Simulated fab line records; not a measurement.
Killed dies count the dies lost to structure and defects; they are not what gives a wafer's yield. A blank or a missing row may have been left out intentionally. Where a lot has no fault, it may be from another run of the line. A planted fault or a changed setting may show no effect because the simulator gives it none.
Matching of chambers || flow n5-finfet || 4 sister chambers for N5_BEOL_M11_CMP_52 on cmp-04
The step polishes, stops on SiCOH lowk, t overpolish 7 s, target thk 140 nm. 16 wafers are shown with their chamber, then 8 later ones without.

== EACH WAFER AND ITS CHAMBER ==
{"wafer": "L077.2", "chamber": 1, "motor-current-A (A)": 6.2, "barrier-field-endpoint-s (s)": 28.8, "time-to-endpoint-s (s)": 66}
{"wafer": "L077.4", "chamber": 3, "motor-current-A (A)": 7.6, "barrier-field-endpoint-s (s)": 28.1, "time-to-endpoint-s (s)": 64}
{"wafer": "L077.5", "chamber": 2, "motor-current-A (A)": 6.1, "barrier-field-endpoint-s (s)": 29.0, "time-to-endpoint-s (s)": 65}
{"wafer": "L083.3", "chamber": 3, "motor-current-A (A)": 7.2, "barrier-field-endpoint-s (s)": 27.2, "time-to-endpoint-s (s)": 61}
{"wafer": "L083.4", "chamber": 2, "motor-current-A (A)": 6.7, "barrier-field-endpoint-s (s)": 28.8, "time-to-endpoint-s (s)": 62}
{"wafer": "L083.5", "chamber": 3, "motor-current-A (A)": 7.3, "barrier-field-endpoint-s (s)": 27.7, "time-to-endpoint-s (s)": 58}
{"wafer": "L085.2", "chamber": 2, "motor-current-A (A)": 6.4, "barrier-field-endpoint-s (s)": 28.9, "time-to-endpoint-s (s)": 70}
{"wafer": "L085.5", "chamber": 3, "motor-current-A (A)": 7.5, "barrier-field-endpoint-s (s)": 28.1, "time-to-endpoint-s (s)": 62}
{"wafer": "L085.6", "chamber": 2, "motor-current-A (A)": 6.6, "barrier-field-endpoint-s (s)": 29.1, "time-to-endpoint-s (s)": 67}
{"wafer": "L088.1", "chamber": 3, "motor-current-A (A)": 7.5, "barrier-field-endpoint-s (s)": 28.8, "time-to-endpoint-s (s)": 63}
{"wafer": "L088.3", "chamber": 0, "motor-current-A (A)": 6.2, "barrier-field-endpoint-s (s)": 30.0, "time-to-endpoint-s (s)": 70}
{"wafer": "L088.4", "chamber": 1, "motor-current-A (A)": 6.4, "barrier-field-endpoint-s (s)": 29.0, "time-to-endpoint-s (s)": 66}
{"wafer": "L090.3", "chamber": 0, "motor-current-A (A)": 6.6, "barrier-field-endpoint-s (s)": 29.4, "time-to-endpoint-s (s)": 68}
{"wafer": "L090.4", "chamber": 1, "motor-current-A (A)": 6.7, "barrier-field-endpoint-s (s)": 28.2, "time-to-endpoint-s (s)": 63}
{"wafer": "L090.6", "chamber": 2, "motor-current-A (A)": 6.4, "barrier-field-endpoint-s (s)": 29.5, "time-to-endpoint-s (s)": 67}
{"wafer": "L093.4", "chamber": 1, "motor-current-A (A)": 6.5, "barrier-field-endpoint-s (s)": 28.8, "time-to-endpoint-s (s)": 66}

SIGNATURES, as means of the wafers listed above
{"reading": "motor-current-A", "chamber 0": 6.400, "chamber 1": 6.450, "chamber 2": 6.440, "chamber 3": 7.420, "scatter within a chamber": 0.21}
{"reading": "barrier-field-endpoint-s", "chamber 0": 29.700, "chamber 1": 28.700, "chamber 2": 29.060, "chamber 3": 27.980, "scatter within a chamber": 0.43}
{"reading": "time-to-endpoint-s", "chamber 0": 69.00, "chamber 1": 65.25, "chamber 2": 66.20, "chamber 3": 61.60, "scatter within a chamber": 2.32}
Rule: distance of a wafer from a chamber = root of the sum over the readings of ((wafer's reading minus chamber's mean) / reading's scatter) squared. The wafer belongs to the nearest chamber; if the next one is less than 2 further off, it can't be placed. The scatter: take each reading less its chamber's mean, square it, sum over the shown wafers, divide by the number of wafers less the number of chambers, and take the root.

== WAFERS WITHOUT THEIR CHAMBER ==
{"wafer": "L093.5", "motor-current-A (A)": 6.6, "barrier-field-endpoint-s (s)": 29.4, "time-to-endpoint-s (s)": 68}
{"wafer": "L093.6", "motor-current-A (A)": 7.6, "barrier-field-endpoint-s (s)": 28.1, "time-to-endpoint-s (s)": 61}
{"wafer": "L092.3", "motor-current-A (A)": 6.4, "barrier-field-endpoint-s (s)": 29.5, "time-to-endpoint-s (s)": 66}
{"wafer": "L092.4", "motor-current-A (A)": 6.3, "barrier-field-endpoint-s (s)": 28.6, "time-to-endpoint-s (s)": 64}
{"wafer": "L092.5", "motor-current-A (A)": 6.1, "barrier-field-endpoint-s (s)": 29.1, "time-to-endpoint-s (s)": 66}
{"wafer": "L094.2", "motor-current-A (A)": 6.4, "barrier-field-endpoint-s (s)": 28.0, "time-to-endpoint-s (s)": 64}
{"wafer": "L094.5", "motor-current-A (A)": 7.1, "barrier-field-endpoint-s (s)": 27.6, "time-to-endpoint-s (s)": 57}
{"wafer": "L094.6", "motor-current-A (A)": 6.5, "barrier-field-endpoint-s (s)": 28.8, "time-to-endpoint-s (s)": 65}

== THE CHAMBER EACH PASSED THROUGH ==
{"wafer": "L093.5", "from the rows above": "can't be placed: 0 or 2 or 1", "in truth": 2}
{"wafer": "L093.6", "from the rows above": 3, "in truth": 3}
{"wafer": "L092.3", "from the rows above": "can't be placed: 2 or 0 or 1", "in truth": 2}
{"wafer": "L092.4", "from the rows above": "can't be placed: 1 or 2", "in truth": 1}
{"wafer": "L092.5", "from the rows above": "can't be placed: 2 or 1 or 0", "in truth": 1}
{"wafer": "L094.2", "from the rows above": "can't be placed: 1 or 2", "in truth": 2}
{"wafer": "L094.5", "from the rows above": 3, "in truth": 3}
{"wafer": "L094.6", "from the rows above": "can't be placed: 1 or 2", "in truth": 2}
Correct placement for 2 of the 8. Not placeable from these rows: 6 (in 6, the candidates include the true chamber). 0 placed wrongly.
